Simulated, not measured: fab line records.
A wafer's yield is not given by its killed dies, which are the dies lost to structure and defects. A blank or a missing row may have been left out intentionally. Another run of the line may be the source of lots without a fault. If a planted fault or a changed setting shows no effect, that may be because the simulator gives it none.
Chamber matching :: flow nand_harc :: ald_hk-02 running NHARC_A_CHANNEL_FILL_D2_ALD_25: 4 sister chambers
The step deposits SiOx, target thk 60 nm, pulse time 10 s, ald cycles 600. 8 wafers are shown with their chamber, then 9 later ones without.

WAFERS, EACH WITH ITS CHAMBER
wafer: L082.4
chamber: 2
heater_power_w (W): 529
precursor_pulse_height_rel: 0.986

wafer: L081.6
chamber: 0
heater_power_w (W): 487
precursor_pulse_height_rel: 0.985

wafer: L084.1
chamber: 1
heater_power_w (W): 480
precursor_pulse_height_rel: 1.003

wafer: L084.3
chamber: 2
heater_power_w (W): 529
precursor_pulse_height_rel: 1.035

wafer: L084.5
chamber: 0
heater_power_w (W): 493
precursor_pulse_height_rel: 0.980

wafer: L087.4
chamber: 3
heater_power_w (W): 456
precursor_pulse_height_rel: 0.986

wafer: L087.2
chamber: 1
heater_power_w (W): 478
precursor_pulse_height_rel: 0.994

wafer: L087.5
chamber: 3
heater_power_w (W): 455
precursor_pulse_height_rel: 0.995

WAFERS MISSING THEIR CHAMBER
wafer: L088.4
heater_power_w (W): 452
precursor_pulse_height_rel: 1.005

wafer: L088.1
heater_power_w (W): 470
precursor_pulse_height_rel: 0.988

wafer: L088.5
heater_power_w (W): 450
precursor_pulse_height_rel: 1.005

wafer: L092.1
heater_power_w (W): 469
precursor_pulse_height_rel: 1.021

wafer: L092.3
heater_power_w (W): 484
precursor_pulse_height_rel: 1.002

wafer: L092.6
heater_power_w (W): 540
precursor_pulse_height_rel: 0.992

wafer: L095.2
heater_power_w (W): 458
precursor_pulse_height_rel: 1.020

wafer: L095.1
heater_power_w (W): 503
precursor_pulse_height_rel: 0.992

wafer: L095.5
heater_power_w (W): 501
precursor_pulse_height_rel: 1.003

THE CHAMBER EACH PASSED THROUGH
wafer: L088.4
from the rows above: 3
in truth: 3

wafer: L088.1
from the rows above: 1
in truth: 1

wafer: L088.5
from the rows above: 3
in truth: 3

wafer: L092.1
from the rows above: can't be placed: 1 or 3
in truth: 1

wafer: L092.3
from the rows above: can't be placed: 1 or 0
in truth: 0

wafer: L092.6
from the rows above: 2
in truth: 2

wafer: L095.2
from the rows above: 3
in truth: 3

wafer: L095.1
from the rows above: 0
in truth: 0

wafer: L095.5
from the rows above: 0
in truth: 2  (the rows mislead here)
Placed correctly: 6 of 9. Can't be placed from these rows: 2 (the true chamber is among the candidates in 2). Number placed wrongly: 1.
How it was worked out, from the rows above alone: a wafer's distance from a chamber is the root of the sum, over the readings, of the square of ((its reading less the chamber's mean) divided by the reading's scatter). If the next closest chamber is less than 2 further off than the closest, the wafer can't be placed; otherwise it belongs to the closest. The mean given for a chamber averages the wafers shown for that chamber. The scatter: take each reading less its chamber's mean, square it, sum over the shown wafers, divide by the number of wafers less the number of chambers, and take the root.
